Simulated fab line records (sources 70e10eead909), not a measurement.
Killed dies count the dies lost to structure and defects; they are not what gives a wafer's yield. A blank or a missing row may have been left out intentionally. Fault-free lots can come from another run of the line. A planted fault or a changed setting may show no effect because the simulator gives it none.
Chamber matching | flow nand-harc | rie-diel-07 running NHARC_A_CONTACT_ETCH_91: 4 sister chambers
The step etches the open film in CH3F/O2, target depth 40 nm, time 85.7 s. 4 wafers are shown with their chamber, then 12 later ones without.

## WAFERS, EACH WITH ITS CHAMBER
wafer  | chamber | showerhead-plenum-p-Torr (Torr)
L091.1 | 3       | 2.51
L094.1 | 0       | 2.55
L094.2 | 2       | 2.63
L094.3 | 1       | 2.55

## WAFERS MISSING THEIR CHAMBER
wafer  | showerhead-plenum-p-Torr (Torr)
L093.1 | 2.55
L093.3 | 2.50
L093.4 | 2.63
L095.4 | 2.55
L095.5 | 2.55
L095.6 | 2.55
L097.2 | 2.63
L097.3 | 2.54
L097.5 | 2.50
L096.2 | 2.50
L096.3 | 2.63
L096.6 | 2.50

## CHAMBER TAKEN BY EACH
wafer  | from the rows above     | in truth
L093.1 | can't be placed: 0 or 1 | 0
L093.3 | 3                       | 3
L093.4 | 2                       | 2
L095.4 | can't be placed: 0 or 1 | 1
L095.5 | can't be placed: 0 or 1 | 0
L095.6 | can't be placed: 0 or 1 | 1
L097.2 | 2                       | 2
L097.3 | can't be placed: 0 or 1 | 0
L097.5 | 3                       | 3
L096.2 | 3                       | 3
L096.3 | 2                       | 2
L096.6 | 3                       | 3
Correctly placed: 7 of 12. These rows do not allow placing 5 (true chamber among the candidates in 5). Number placed wrongly: 0.
How it was worked out, from the rows above alone: a wafer's distance from a chamber is the root of the sum, over the readings, of the square of ((its reading less the chamber's mean) divided by the reading's scatter). If the next closest chamber is less than 2 further off than the closest, the wafer can't be placed; otherwise it belongs to the closest. A chamber's mean is the mean of its shown wafers. The scatter: with one shown wafer a chamber, the root of the mean of the squares of how far each hidden wafer lies from its nearest shown one.
